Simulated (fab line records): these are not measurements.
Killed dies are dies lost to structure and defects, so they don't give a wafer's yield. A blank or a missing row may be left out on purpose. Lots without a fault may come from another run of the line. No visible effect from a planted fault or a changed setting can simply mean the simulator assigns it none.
fab line records    flow n5_finfet
[record] lots = 9  wafers = 26  last_day = 19
route steps=1938 shown BEOL_M4@1111 MIM_TOP_LITHO@1850 MIM_TOP_ETCH@1853 MIM_BOT_ETCH@1867 PASSIVATION@1936
lots untouched by any fault: they come from a run of this same line in which no faults occurred
start_h: hours from the record's first day to the start of the lot's first wafer shown    wait_h: hours from the lot's prior step to this one    " as in the row above    L1.1+2: a single row standing in for several wafers    - value missing, or start not given    * or withheld: withheld    < > ~ a bound
route shown NAME@n: a module of which the file shows steps, and the number in the route of the first    usual: average and standard deviation across the fault-free wafers    same: alike in all rows    chamber/n: place in a boat    sites: the reading at each site    _std_site: the values' standard deviation    _edge_site: outer sites' mean less inner sites'    radius_mm: for every site, how far away it sits from the centre of the wafer    mask NAME#n: copy n    behind: tool/chamber where the wafer was last shaped    hold: why the lot was held/for how many hours/how that ended    device: which transistor (n, p or np) failed to switch    end of line: at the end of the route, the tests of the same wafers    where a step has no rows: the recipe by itself    killed: at the first sort, the dies lost to defects and structure; wafer yield is something else    map: a wafer's dies, marking killed ones x, the rest . and places with no die _
set.NAME: the run value of the setting; set.NAME@STEP: its run value at that earlier step    model.NAME: the simulator's own value behind a step, which no gauge read
a sample of lots followed through the steps of the route, with each step as a table and each wafer as a row
services: when a tool's chamber went out of use (start_h, in hours from the record's first day, below 0 if earlier), for how many hours, and the reason
[[steps]]
[step N5_BEOL_M4_RC_MEAS_101]
[usual] DIBL_N = 36.4/1.9  DIBL_P = 35.8/2.1  IOFF_N = 0.158/0.029  IOFF_P = 0.21/0.035  ION_N = 676/14  ION_P = 465/9.7  SS_N = 71.5/0.66  SS_P = 73.4/0.7  VT_N = 249.8/3  VT_P = -250/3.3
lot.wafer  tool       chamber  start_h  wait_h  DIBL_N[mV/V]  DIBL_P[mV/V]  IOFF_N[nA/um]  IOFF_P[nA/um]  ION_N[uA/um]  ION_P[uA/um]  SS_N[mV/dec]  SS_P[mV/dec]  VT_N[mV]  VT_P[mV]
L702.4     prober-01  0        209.79   0.5     37.6          38.6          0.163          0.19           661           446           70.9          73.8          250.5     -253
L702.5     "          0        "        "       35.9          36.5          0.137          0.17           650           443           71.0          73.6          253.8     -256
L702.6     "          0        "        "       36.8          36.9          0.157          0.17           659           446           71.7          73.1          250.6     -257
L705.1     prober-02  0        233.13   0.0     37.6          35.5          0.155          0.22           688           474           70.3          73.1          249.2     -248
L705.2     "          0        "        "       38.4          36.2          0.171          0.22           690           471           71.1          73.4          250.3     -246
L705.4     "          0        "        "       39.1          37.2          0.180          0.25           688           476           71.3          73.6          249.5     -245
L707.1     prober-02  0        242.22   0.0     36.7          36.4          0.161          0.22           684           468           72.4          73.9          250.9     -247
L707.3     "          0        "        "       33.3          32.6          0.110          0.17           675           465           70.9          72.2          255.0     -251
L707.4     "          0        "        "       37.8          36.6          0.167          0.23           667           461           72.5          73.8          252.5     -246
L708.1     prober-01  0        244.14   0.0     38.3          38.8          0.204          0.30           678           472           72.6          74.8          246.1     -246
L708.4     "          0        "        "       34.2          35.3          0.135          0.23           686           482           71.4          73.7          250.5     -246
L716.1     prober-02  0        286.51   0.0     38.4          38.6          0.208          0.30           694           479           71.9          73.8          245.0     -243
L716.3     "          0        "        "       36.3          36.6          0.156          0.24           656           460           71.5          73.0          250.2     -246
L716.4     "          0        "        "       36.8          37.9          0.164          0.27           680           471           71.6          73.5          246.9     -244
L717.2     prober-02  0        306.54   0.3     35.8          34.8          0.155          0.21           671           469           71.1          73.4          250.0     -249
L717.3     "          0        "        "       35.2          34.1          0.142          0.19           666           459           71.3          73.4          251.1     -248
L717.5     "          0        "        "       34.1          31.6          0.117          0.16           656           448           71.0          72.0          250.5     -251
L718.1     prober-02  0        324.59   0.0     37.4          37.4          0.166          0.20           686           465           72.2          73.7          249.1     -254
L718.2     "          0        "        "       34.5          32.9          0.117          0.15           664           452           71.0          72.8          253.6     -256
L718.6     "          0        "        "       38.1          38.2          0.185          0.22           688           465           71.3          73.6          248.7     -253
L720.1     prober-01  0        329.04   0.0     36.4          37.0          0.159          0.23           691           473           70.7          73.3          250.1     -250
L720.2     "          0        "        "       37.4          37.0          0.168          0.22           676           466           71.6          73.9          248.1     -250
L720.3     "          0        "        "       35.7          35.5          0.139          0.21           679           472           71.5          73.3          253.4     -250
L722.1     prober-01  0        346.11   0.0     33.6          33.7          0.126          0.18           668           463           72.0          72.9          252.8     -250
L722.3     "          0        "        "       31.6          31.8          0.110          0.16           667           462           70.6          72.2          253.3     -254
L722.5     "          0        "        "       30.2          30.0          0.091          0.14           652           455           70.8          71.9          257.4     -254
[step N5_MIM_TOP_LITHO_DESCUM_10]
[recipe] chemistry = O2  time_s = 7.9  source_power_w = 50  bias_power_w = 20  pressure_mtorr = 20  rf_frequency_hz = 2.712e+07  temp_c = 40  o2_flow_sccm = 225
[usual] drypump_motor_current_A = 5.5/0.6  oes_product_au = 0.81/0.062  rf_vpp_V = 243.2/1.6  showerhead_plenum_p_Torr = 2.10/0.08  throttle_valve_pct = 20.42/0.24
lot.wafer  tool         chamber  start_h  wait_h  drypump_motor_current_A  oes_product_au  rf_hours_counter_h  rf_vpp_V  showerhead_plenum_p_Torr  throttle_valve_pct
L702.4     rie_diel-04  3        307.88   0.0     6.2                      0.72            221                 244.8     2.16                      20.73
L702.5     "            0        "        "       6.2                      0.69            -                   241.4     2.07                      20.84
L702.6     "            1        "        "       6.3                      0.84            -                   243.3     2.11                      19.98
L705.1     rie_diel-04  1        331.82   0.0     6.3                      0.84            63                  243.6     2.11                      19.99
L705.2     "            0        "        "       6.2                      0.69            241                 242.6     2.07                      20.85
L705.4     "            2        "        "       4.9                      0.89            36                  246.7     2.21                      20.18
L707.1     rie_diel-03  0        332.26   0.0     5.7                      0.85            61                  246.5     2.22                      20.42
L707.3     "            2        "        "       5.0                      0.79            116                 240.6     2.04                      20.70
L707.4     "            2        "        "       5.0                      0.78            -                   242.6     2.04                      20.71
L708.1     rie_diel-03  1        337.00   0.1     4.7                      0.78            117                 242.7     2.00                      20.56
L708.4     "            2        "        "       5.1                      0.78            -                   242.4     2.04                      20.72
L716.1     rie_diel-05  3        386.61   0.2     5.7                      0.76            129                 241.7     2.02                      20.34
L716.3     "            2        "        "       6.6                      0.77            126                 242.3     2.09                      20.26
L716.4     "            2        "        "       6.6                      0.77            -                   243.2     2.09                      20.28
L717.2     rie_diel-04  0        405.99   0.0     6.2                      0.94            13                  241.5     2.06                      20.42
L717.3     "            1        "        "       6.3                      0.81            92                  242.9     2.10                      20.03
L717.5     "            3        "        "       6.2                      0.97            -                   243.7     2.15                      20.38
L720.1     rie_diel-04  0        424.01   0.0     6.2                      0.94            19                  241.5     2.06                      20.44
L720.2     "            1        "        "       6.3                      0.80            98                  244.7     2.10                      20.03
L720.3     "            3        "        "       6.1                      0.95            7                   244.4     2.15                      20.40
L718.1     rie_diel-04  3        424.37   0.2     6.2                      0.94            7                   244.1     2.15                      20.40
L718.2     "            2        "        "       4.9                      0.85            68                  246.8     2.20                      20.24
L718.6     "            2        "        "       4.9                      0.86            -                   246.7     2.20                      20.25
L722.1     rie_diel-04  0        449.13   0.0     6.2                      0.90            29                  243.5     2.05                      20.45
L722.3     "            3        "        "       6.2                      0.92            16                  242.6     2.14                      20.42
L722.5     "            2        "        "       4.9                      0.84            -                   246.0     2.20                      20.27
[step N5_MIM_TOP_ETCH_PECVD_03]
[recipe] material = SiNx  target_thk_a = 200  temp_c = 400  precursor = SiH4/NH3/N2  pressure_torr = 1.5  rf_w = 300  time_s = 17.6
[usual] heater_power_w = 763/76  showerhead_plenum_p_Torr = 5.15/0.057  throttle_valve_pct = 39.6/2.3
lot.wafer  tool      chamber  start_h  wait_h  heater_power_w  showerhead_plenum_p_Torr  throttle_valve_pct
L702.4     pecvd-04  0        308.20   -       674             5.19                      39.0
L702.5     "         1        "        "       732             5.15                      39.1
L702.6     "         2        "        "       648             5.20                      40.3
L705.1     pecvd-04  0        332.15   -       712             5.19                      38.8
L705.2     "         2        "        "       748             5.20                      41.1
L705.4     "         0        "        "       711             5.18                      38.9
L707.1     pecvd-02  1        332.55   -       755             5.23                      38.5
L707.3     "         0        "        "       748             5.19                      38.2
L707.4     "         1        "        "       737             5.24                      38.5
L708.1     pecvd-04  1        337.29   -       728             5.16                      39.3
L708.4     "         0        "        "       731             5.20                      38.9
L716.1     pecvd-02  1        386.90   -       750             5.24                      38.5
L716.3     "         2        "        "       893             5.11                      38.6
L716.4     "         1        "        "       763             5.24                      38.5
L717.2     pecvd-03  0        406.28   -       803             5.06                      41.2
L717.3     "         1        "        "       917             5.10                      46.3
L717.5     "         1        "        "       918             5.09                      46.2
L720.1     pecvd-04  0        424.34   -       640             5.19                      38.7
L720.2     "         1        "        "       699             5.14                      36.9
L720.3     "         2        "        "       689             5.19                      41.3
L718.1     pecvd-02  0        424.84   -       745             5.19                      38.6
L718.2     "         2        "        "       883             5.10                      39.0
L718.6     "         1        "        "       721             5.23                      38.6
L722.1     pecvd-04  0        449.42   -       624             5.18                      39.0
L722.3     "         1        "        "       685             5.14                      37.0
L722.5     "         0        "        "       617             5.19                      39.0
[step N5_MIM_BOT_ETCH_ETCH_03]
[recipe] chemistry = Cl2/BCl3  target_depth_a = 120  pressure_mtorr = 8  icp_w = 800  bias_w = 100  Cl2_flow_sccm = 20  bcl3_flow_sccm = 80
[usual] bcl3_flow_sccm = 80.02/0.25  bias_w = 100.00/0.26  drypump_motor_current_A = 5.7/0.54  oes_product_au = 0.81/0.066  throttle_valve_pct = 27.42/0.14
lot.wafer  tool          chamber  start_h  wait_h  bcl3_flow_sccm  bias_w  drypump_motor_current_A  oes_product_au  rf_hours_counter_h  throttle_valve_pct
L702.4     rie_metal-01  1        308.83   0.1     80.13           99.78   6.0                      0.69            -                   27.68
L702.5     "             0        "        "       80.00           100.18  6.5                      0.90            -                   27.29
L702.6     "             1        "        "       79.97           99.87   6.0                      0.69            -                   27.69
L705.1     rie_metal-03  1        332.75   0.1     79.85           100.39  5.3                      0.91            8                   27.43
L705.2     "             0        "        "       79.72           100.04  5.4                      0.78            41                  27.54
L705.4     "             0        "        "       79.81           100.33  5.5                      0.77            -                   27.54
L707.1     rie_metal-02  0        333.15   0.1     80.16           99.83   5.0                      0.84            25                  27.44
L707.3     "             1        "        "       79.88           99.55   5.9                      0.80            -                   27.27
L707.4     "             0        "        "       80.22           100.34  5.0                      0.83            -                   27.42
L708.1     rie_metal-02  0        337.89   0.1     79.96           100.49  4.9                      0.84            25                  27.42
L708.4     "             1        "        "       79.78           100.02  5.9                      0.81            -                   27.26
L716.1     rie_metal-02  1        387.89   0.1     80.05           100.05  5.9                      0.79            43                  27.29
L716.3     "             0        "        "       79.83           99.50   4.9                      0.82            -                   27.44
L716.4     "             1        "        "       80.61           100.04  5.9                      0.79            -                   27.28
L717.2     rie_metal-02  0        407.00   0.1     80.25           99.92   5.0                      0.80            31                  27.43
L717.3     "             1        "        "       80.20           99.79   5.9                      0.79            -                   27.28
L717.5     "             0        "        "       79.81           99.86   5.0                      0.82            -                   27.44
L720.1     rie_metal-02  1        425.13   0.1     80.21           100.18  5.9                      0.79            47                  27.27
L720.2     "             0        "        "       80.17           99.50   5.0                      0.81            33                  27.45
L720.3     "             0        "        "       79.93           99.63   5.0                      0.81            -                   27.45
L718.1     rie_metal-02  0        425.56   0.1     80.45           99.82   4.9                      0.80            33                  27.42
L718.2     "             1        "        "       79.88           99.78   5.9                      0.78            47                  27.28
L718.6     "             0        "        "       79.75           100.18  5.0                      0.80            -                   27.43
L722.1     rie_metal-02  0        450.63   0.1     79.88           100.35  4.9                      0.80            35                  27.44
L722.3     "             0        "        "       79.90           100.06  4.9                      0.80            -                   27.45
L722.5     "             1        "        "       80.09           100.02  5.9                      0.77            -                   27.29
[step N5_MIM_BOT_ETCH_ETCH_00]
[recipe] chemistry = Cl2/BCl3  target = TiN  target_depth_a = 455  ion_energy_ev = 150  pressure_mtorr = 10  icp_w = 1000  bias_w = 126  Cl2_flow_sccm = 53.25  bcl3_flow_sccm = 21.75  Ar_flow_sccm = 25
[usual] bcl3_flow_sccm = 21.75/0.073  bias_w = 126.0/0.36  drypump_motor_current_A = 5.7/0.54  mfc_ar_sccm = 25.00/0.064  oes_product_au = 0.81/0.066  throttle_valve_pct = 21.81/0.17
lot.wafer  tool          chamber  start_h  wait_h  bcl3_flow_sccm  bias_w  drypump_motor_current_A  mfc_ar_sccm  oes_product_au  rf_hours_counter_h  throttle_valve_pct
L702.4     rie_metal-01  1        308.93   0.1     21.80           126.4   6.0                      25.00        0.69            -                   22.17
L702.5     "             0        "        "       21.73           126.2   6.5                      25.01        0.90            -                   21.76
L702.6     "             1        "        "       21.87           126.2   6.0                      24.95        0.69            -                   22.17
L705.1     rie_metal-03  1        332.84   0.1     -               -       -                        -            -               -                   -
L705.2     "             0        "        "       -               -       -                        -            -               -                   -
L705.4     "             0        "        "       -               -       -                        -            -               -                   -
L707.1     rie_metal-02  0        333.24   0.1     -               -       -                        -            -               -                   -
L707.3     "             1        "        "       -               -       -                        -            -               -                   -
L707.4     "             0        "        "       -               -       -                        -            -               -                   -
L708.1     rie_metal-02  0        337.98   0.1     21.68           125.9   4.9                      24.99        0.83            25                  21.76
L708.4     "             1        "        "       21.63           125.6   5.9                      24.95        0.81            -                   21.58
L716.1     rie_metal-02  1        387.98   0.1     21.64           125.8   5.9                      25.06        0.81            43                  21.59
L716.3     "             0        "        "       21.76           126.0   5.0                      24.94        0.82            -                   21.77
L716.4     "             1        "        "       21.61           125.4   5.9                      25.09        0.80            -                   21.59
L717.2     rie_metal-02  0        407.09   0.1     21.87           125.7   5.0                      25.05        0.81            31                  21.77
L717.3     "             1        "        "       21.82           125.6   5.9                      25.10        0.78            -                   21.61
L717.5     "             0        "        "       21.79           125.9   5.0                      24.94        0.82            -                   21.80
L720.1     rie_metal-02  1        425.22   0.1     21.76           126.1   5.9                      24.94        0.79            47                  21.60
L720.2     "             0        "        "       21.75           126.0   4.9                      25.10        0.81            33                  21.79
L720.3     "             0        "        "       21.68           126.4   5.0                      25.04        0.81            -                   21.78
L718.1     rie_metal-02  0        425.65   0.1     21.73           126.3   4.9                      24.91        0.82            33                  21.79
L718.2     "             1        "        "       21.77           125.8   5.9                      25.03        0.79            47                  21.60
L718.6     "             0        "        "       21.65           126.6   5.0                      24.82        0.81            -                   21.78
L722.1     rie_metal-02  0        450.72   0.1     21.66           126.0   4.9                      25.01        0.80            35                  21.77
L722.3     "             0        "        "       21.68           125.6   4.9                      25.10        0.80            -                   21.80
L722.5     "             1        "        "       21.70           125.8   5.9                      24.97        0.79            -                   21.61
[step N5_PASSIVATION_PROBE_49]
[usual] defect_limited_yield = 91.3/1.3  killed_at_M0_to_M3 = 34/9.1  killed_at_M4_up = 14/5.6  killed_at_contacts = 13/5.9  killed_at_front_end = 39/11  killed_at_other = 3.6/3  killed_dies = 102/16  killed_on_rim = 13/4  killed_open = 68/12  killed_short = 33/7.3  sort_bin_4_leakage = 0.00/0.01  sort_bin_5_function = 5.2/0.89  sort_bin_6_memory = 3.2/0.68  sort_n_pass = 1078/16  sort_yield_pct = 91.3/1.3
[same] gross_dies = 1180  killed_at_back_side = 0  sort_bin_8_speed[%] = 0
lot.wafer  tool       chamber  start_h  wait_h  defect_limited_yield[%]  killed_at_M0_to_M3  killed_at_M4_up  killed_at_contacts  killed_at_front_end  killed_at_other  killed_dies  killed_on_rim  killed_open  killed_short  sort_bin_4_leakage[%]  sort_bin_5_function[%]  sort_bin_6_memory[%]  sort_n_pass  sort_yield_pct[%]
L702.4     prober-01  -        317.69   0.2     89.7                     29                  19               24                  49                   0                121          16             79           42            0                      5.7                     4.3                   1059         89.7
L702.5     prober-01  -        317.74   0.2     92.3                     24                  19               8                   37                   3                91           9              62           29            0                      4.9                     2.5                   1089         92.3
L702.6     prober-01  -        317.79   0.3     92.0                     29                  7                18                  40                   0                94           15             67           27            0                      4.4                     2.9                   1086         92.0
L705.1     prober-01  -        341.74   0.0     0                        49                  10               12                  70                   1039             1180         152            99           44            0                      95.6                    4.3                   0            0
L705.2     prober-01  -        341.79   0.1     0                        50                  13               18                  52                   1047             1180         152            89           44            0                      95.2                    4.4                   0            0
L705.4     prober-01  -        341.89   0.2     0                        43                  15               16                  46                   1060             1180         152            79           45            0                      96.3                    3.5                   0            0
L707.1     prober-01  -        347.27   0.0     0                        43                  13               5                   54                   1065             1180         152            87           36            0                      96.8                    3.1                   0            0
L707.3     prober-01  -        347.37   0.1     0                        58                  13               10                  30                   1069             1180         152            79           39            0                      95.8                    4.1                   0            0
L707.4     prober-01  -        347.42   0.2     0                        46                  13               9                   26                   1086             1180         152            60           37            0                      96.1                    3.8                   0            0
L708.1     prober-02  -        348.79   0.0     88.6                     29                  9                7                   79                   10               134          17             87           47            0.08                   5.9                     5.0                   1045         88.6
L708.4     prober-02  -        348.94   0.2     88.4                     29                  18               15                  72                   3                137          14             90           46            0                      7.2                     4.2                   1043         88.4
L716.1     prober-01  -        399.92   0.0     91.8                     34                  11               6                   40                   6                97           9              63           34            0                      5.2                     2.8                   1083         91.8
L716.3     prober-01  -        400.02   0.1     90.8                     29                  13               14                  48                   4                108          9              76           32            0                      6.3                     2.6                   1072         90.8
L716.4     prober-01  -        400.07   0.2     90.0                     28                  22               14                  45                   9                118          17             79           39            0                      6.6                     3.3                   1062         90.0
L717.2     prober-02  -        417.43   0.1     90.8                     38                  25               14                  31                   1                109          21             75           32            0                      6.8                     2.2                   1071         90.8
L717.3     prober-02  -        417.48   0.1     92.2                     31                  8                10                  41                   2                92           11             54           38            0                      4.9                     2.6                   1088         92.2
L717.5     prober-02  -        417.58   0.2     92.4                     39                  15               6                   29                   1                90           10             47           41            0                      4.3                     3.0                   1090         92.4
L720.1     prober-02  -        436.19   0.0     93.1                     20                  21               10                  31                   0                82           13             55           26            0                      4.0                     2.6                   1098         93.1
L720.2     prober-02  -        436.24   0.1     92.9                     25                  20               14                  21                   4                84           8              57           25            0                      3.6                     3.3                   1096         92.9
L720.3     prober-02  -        436.29   0.1     92.0                     22                  23               20                  27                   2                94           12             63           25            0                      4.7                     2.5                   1086         92.0
L718.1     prober-01  -        439.81   0.0     91.5                     14                  17               15                  51                   3                100          18             62           38            0                      5.2                     3.1                   1080         91.5
L718.2     prober-01  -        439.86   0.1     91.5                     26                  10               12                  51                   1                100          12             42           56            0                      5.3                     2.5                   1080         91.5
L718.6     prober-01  -        440.06   0.3     93.0                     19                  18               17                  28                   1                83           7              53           28            0                      3.7                     3.1                   1097         93.0
L722.1     prober-02  -        462.47   0.0     91.9                     22                  8                19                  45                   2                96           14             48           41            0                      4.7                     2.5                   1084         91.9
L722.3     prober-02  -        462.57   0.1     94.3                     24                  6                9                   27                   1                67           18             40           24            0                      3.4                     2.0                   1113         94.3
L722.5     prober-02  -        462.67   0.2     92.4                     35                  14               15                  26                   0                90           13             65           21            0                      4.6                     3.1                   1090         92.4
// killed by level:class
L702.4 MOL_CONTACT_COAG:geometric_particle:open=18 FIN_SAQP:geometric_particle:short=12 BEOL_M4:geometric_particle:open=10 BEOL_M0_SAQP:geometric_particle:short=10 FIN_SAQP:geometric_particle:open=9 STI_FIN_REVEAL:geometric_particle:open=8 MOL_CONTACT_COAG:geometric_particle:short=6 DUMMY_GATE:geometric_particle:open=6
L702.5 BEOL_M4:geometric_particle:open=13 BEOL_M1:geometric_particle:open=12 FIN_SAQP:geometric_particle:short=6 GATE_CUT:geometric_particle:open=6 MOL_CONTACT_COAG:geometric_particle:open=6 STI_FIN_REVEAL:geometric_particle:open=5 DUMMY_GATE:geometric_particle:open=5 GATE_CUT:geometric_particle:short=4
L702.6 FIN_SAQP:geometric_particle:open=17 MOL_CONTACT_COAG:geometric_particle:open=13 BEOL_M0_SAQP:geometric_particle:open=9 BEOL_M0_SAQP:geometric_particle:short=7 BEOL_M1:geometric_particle:open=6 FIN_SAQP:geometric_particle:short=5 DUMMY_GATE:geometric_particle:open=5 MOL_CONTACT_COAG:geometric_particle:short=5
L705.1 MIM_BOT_ETCH:area_etch=1036 STI_FIN_REVEAL:geometric_particle:open=20 FIN_SAQP:geometric_particle:open=18 BEOL_M0_SAQP:geometric_particle:open=16 BEOL_M0_SAQP:geometric_particle:short=11 BEOL_M2:geometric_particle:open=11 MOL_CONTACT_COAG:geometric_particle:open=10 FIN_SAQP:geometric_particle:short=9
L705.2 MIM_BOT_ETCH:area_etch=1045 MOL_CONTACT_COAG:geometric_particle:open=16 FIN_SAQP:geometric_particle:open=14 BEOL_M0_SAQP:geometric_particle:open=12 BEOL_M3:geometric_particle:open=11 FIN_SAQP:geometric_particle:short=8 BEOL_M2:geometric_particle:open=8 GATE_CUT:geometric_particle:short=7
L705.4 MIM_BOT_ETCH:area_etch=1055 MOL_CONTACT_COAG:geometric_particle:open=14 BEOL_M0_SAQP:geometric_particle:open=11 BEOL_M3:geometric_particle:open=11 BEOL_M0_SAQP:geometric_particle:short=9 FIN_SAQP:geometric_particle:short=8 GATE_CUT:geometric_particle:short=8 FIN_SAQP:geometric_particle:open=7
L707.1 MIM_BOT_ETCH:area_etch=1057 FIN_SAQP:geometric_particle:open=15 FIN_SAQP:geometric_particle:short=15 BEOL_M2:geometric_particle:open=13 BEOL_M3:geometric_particle:open=9 DUMMY_GATE:geometric_particle:open=7 BEOL_M0_SAQP:geometric_particle:open=7 BEOL_M4:geometric_particle:open=6
L707.3 MIM_BOT_ETCH:area_etch=1062 BEOL_M0_SAQP:geometric_particle:short=14 BEOL_M1:geometric_particle:open=13 BEOL_M0_SAQP:geometric_particle:open=10 MOL_CONTACT_COAG:geometric_particle:open=8 STI_FIN_REVEAL:geometric_particle:open=7 BEOL_M3:geometric_particle:open=7 BEOL_M4:geometric_particle:open=5
L707.4 MIM_BOT_ETCH:area_etch=1083 FIN_SAQP:geometric_particle:open=8 BEOL_M1:geometric_particle:open=8 BEOL_M0_SAQP:geometric_particle:open=8 BEOL_M0_SAQP:geometric_particle:short=8 BEOL_M2:geometric_particle:open=7 MOL_CONTACT_COAG:geometric_particle:open=6 BEOL_M0:geometric_particle:short=5
L708.1 FIN_SAQP:geometric_particle:open=27 GATE_CUT:geometric_particle:short=13 DUMMY_GATE:geometric_particle:open=7 MOL_CONTACT_COAG:geometric_particle:open=7 FIN_SAQP:geometric_particle:short=6 BEOL_M2:geometric_particle:open=6 ILD0:geometric_particle:open=6 STI_FIN_REVEAL:geometric_particle:open=5
L708.4 FIN_SAQP:geometric_particle:open=26 MOL_CONTACT_COAG:geometric_particle:open=13 GATE_CUT:geometric_particle:short=12 FIN_SAQP:geometric_particle:short=7 GATE_CUT:geometric_particle:open=6 BEOL_M4:geometric_particle:open=6 BEOL_M1:geometric_particle:open=5 ILD0:geometric_particle:open=5
L716.1 FIN_SAQP:geometric_particle:short=11 STI_FIN_REVEAL:geometric_particle:open=9 BEOL_M4:geometric_particle:open=7 FIN_SAQP:geometric_particle:open=6 BEOL_M3:geometric_particle:open=6 BEOL_M0_SAQP:geometric_particle:short=5 BEOL_M1:geometric_particle:open=5 MOL_CONTACT_COAG:geometric_particle:open=4
L716.3 STI_FIN_REVEAL:geometric_particle:open=15 MOL_CONTACT_COAG:geometric_particle:open=12 BEOL_M2:geometric_particle:open=10 BEOL_M0_SAQP:geometric_particle:short=7 DUMMY_GATE:geometric_particle:open=7 GATE_CUT:geometric_particle:short=7 BEOL_M4:geometric_particle:open=5 FIN_SAQP:geometric_particle:open=4
L716.4 MOL_CONTACT_COAG:geometric_particle:open=11 STI_FIN_REVEAL:geometric_particle:open=7 BEOL_M4:geometric_particle:open=7 BEOL_M3:geometric_particle:open=7 FIN_SAQP:geometric_particle:open=6 FIN_SAQP:geometric_particle:short=5 STI_FIN_REVEAL:geometric_particle:short=5 BEOL_M2:geometric_particle:open=5
L717.2 MOL_CONTACT_COAG:geometric_particle:open=10 BEOL_M2:geometric_particle:open=10 BEOL_M0_SAQP:geometric_particle:open=9 FIN_SAQP:geometric_particle:open=7 BEOL_M0_SAQP:geometric_particle:short=6 BEOL_M3:geometric_particle:open=6 DUMMY_GATE:geometric_particle:open=5 GATE_CUT:geometric_particle:short=5
L717.3 FIN_SAQP:geometric_particle:short=9 FIN_SAQP:geometric_particle:open=9 MOL_CONTACT_COAG:geometric_particle:open=9 BEOL_M0_SAQP:geometric_particle:short=7 BEOL_M0_SAQP:geometric_particle:open=7 DUMMY_GATE:geometric_particle:open=5 BEOL_M2:geometric_particle:open=5 BEOL_M3:geometric_particle:open=5
L717.5 BEOL_M0_SAQP:geometric_particle:short=11 BEOL_M0_SAQP:geometric_particle:open=8 GATE_CUT:geometric_particle:short=7 BEOL_M1:geometric_particle:short=7 BEOL_M3:geometric_particle:open=7 FIN_SAQP:geometric_particle:short=5 MOL_CONTACT_COAG:geometric_particle:open=5 BEOL_M2:geometric_particle:open=5
L720.1 FIN_SAQP:geometric_particle:short=9 MOL_CONTACT_COAG:geometric_particle:open=9 BEOL_M4:geometric_particle:open=9 FIN_SAQP:geometric_particle:open=6 BEOL_M0_SAQP:geometric_particle:open=5 STI_FIN_REVEAL:geometric_particle:open=4 BEOL_M3:geometric_particle:open=4 BEOL_M0_SAQP:geometric_particle:short=3
L720.2 BEOL_M3:geometric_particle:open=10 MOL_CONTACT_COAG:geometric_particle:open=9 BEOL_M4:geometric_particle:open=9 BEOL_M2:geometric_particle:open=6 FIN_SAQP:geometric_particle:short=5 MOL_CONTACT_COAG:geometric_particle:short=5 FIN_SAQP:geometric_particle:open=4 BEOL_M7:geometric_particle:open=4
L720.3 MOL_CONTACT_COAG:geometric_particle:open=15 BEOL_M4:geometric_particle:open=10 STI_FIN_REVEAL:geometric_particle:open=6 BEOL_M3:geometric_particle:short=6 FIN_SAQP:geometric_particle:open=5 MOL_CONTACT_COAG:geometric_particle:short=5 BEOL_M5:geometric_particle:open=5 HKMG_FIN:area_etch=5
L718.1 FIN_SAQP:geometric_particle:short=18 MOL_CONTACT_COAG:geometric_particle:open=12 FIN_SAQP:geometric_particle:open=11 BEOL_M5:geometric_particle:open=8 GATE_CUT:geometric_particle:open=5 BEOL_M1:geometric_particle:open=4 STI_FIN_REVEAL:geometric_particle:open=4 GATE_CUT:geometric_particle:short=4
L718.2 FIN_SAQP:geometric_particle:short=24 MOL_CONTACT_COAG:geometric_particle:short=12 FIN_SAQP:geometric_particle:open=8 BEOL_M1:geometric_particle:open=8 BEOL_M0_SAQP:geometric_particle:short=6 BEOL_M0_SAQP:geometric_particle:open=4 BEOL_M5:geometric_particle:open=4 STI_FIN_REVEAL:geometric_particle:short=3
L718.6 MOL_CONTACT_COAG:geometric_particle:open=11 BEOL_M5:geometric_particle:open=10 FIN_SAQP:geometric_particle:short=9 BEOL_M0_SAQP:geometric_particle:open=5 MOL_CONTACT_COAG:geometric_particle:short=5 BEOL_M0_SAQP:geometric_particle:short=5 BEOL_M1:geometric_particle:open=4 STARTING-WAFER:geometric_particle:short=4
L722.1 FIN_SAQP:geometric_particle:short=13 MOL_CONTACT_COAG:geometric_particle:open=13 BEOL_M3:geometric_particle:open=10 FIN_SAQP:geometric_particle:open=7 MOL_CONTACT_COAG:geometric_particle:short=6 HKMG_FIN:area_etch=5 BEOL_M2:geometric_particle:short=4 DUMMY_GATE:geometric_particle:open=3
L722.3 BEOL_M3:geometric_particle:open=12 STI_FIN_REVEAL:geometric_particle:open=5 MOL_CONTACT_COAG:geometric_particle:open=5 DUMMY_GATE:geometric_particle:open=4 MOL_CONTACT_COAG:geometric_particle:short=4 ILD0:geometric_particle:short=3 BEOL_M3:geometric_particle:short=3 STARTING-WAFER:geometric_particle:short=3
L722.5 MOL_CONTACT_COAG:geometric_particle:open=12 BEOL_M3:geometric_particle:open=10 BEOL_M2:geometric_particle:open=7 STI_FIN_REVEAL:geometric_particle:open=6 BEOL_M0_SAQP:geometric_particle:short=6 DUMMY_GATE:geometric_particle:open=5 BEOL_M0_SAQP:geometric_particle:open=4 BEOL_M6:geometric_particle:open=4
[[services]]
tool          chamber  start_h  hours  kind
rie_metal-02  -        284.96   0.4    repair
pecvd-03      -        304.54   5.5    pm
rie_metal-03  -        307.27   2.8    pm
rie_diel-03   -        317.11   0.4    repair
pecvd-03      -        332.36   0.8    pm
pecvd-03      2        337.88   15.0   repair
rie_diel-03   -        340.17   4.3    pm
rie_diel-04   0        355.39   -      clean
rie_diel-04   0        355.39   -      consumable_replace:focus_ring
rie_diel-04   0        355.39   16.3   scheduled_down
rie_diel-04   0        355.39   16.3   vent_cycle
pecvd-04      0        360.53   5.8    repair
rie_metal-01  -        368.34   4.3    pm
rie_metal-03  0        384.87   8.1    repair
rie_diel-04   3        385.64   -      clean
rie_diel-04   3        385.64   -      consumable_replace:focus_ring
rie_diel-04   3        385.64   13.7   scheduled_down
rie_diel-04   -        386.34   1.0    repair
pecvd-02      -        407.41   1.8    repair
rie_metal-02  -        420.48   4.3    pm
pecvd-03      2        427.96   2.1    repair
pecvd-04      -        441.50   2.8    pm
rie_diel-03   -        442.74   15.6   pm
pecvd-02      2        448.09   9.4    repair
[[key]]
[first_sign] step = N5_MIM_BOT_ETCH_ETCH_00  reading = tool_record  direction = missing
[effect] step = N5_PASSIVATION_PROBE_49  reading = killed_at_other  direction = up  sigmas = 99+  usual = 3.6  struck = 1061
[more_kills_born_at] N5_MIM_BOT_ETCH_ETCH_00@rie_metal-02 = 3202  N5_MIM_BOT_ETCH_ETCH_00@rie_metal-03 = 3136
met_at N5_MIM_BOT_ETCH_ETCH_00
struck_lots L705,L707
later_rows_left_out L705.1,L705.2,L705.4,L707.1,L707.3,L707.4
not_acting_at N5_MIM_TOP_LITHO_DESCUM_10,N5_MIM_TOP_ETCH_PECVD_03,N5_MIM_BOT_ETCH_ETCH_03
[fault] kind = skipped_step_whole  tool = rie_metal-02,rie_metal-03  chamber = -  onset_h = 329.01  steps = N5_MIM_BOT_ETCH_ETCH_00  scope = struck_lots_only
// later_rows_left_out: the simulator's readings of these wafers behind a module that went badly wrong aren't trusted and aren't shown, but for the sort
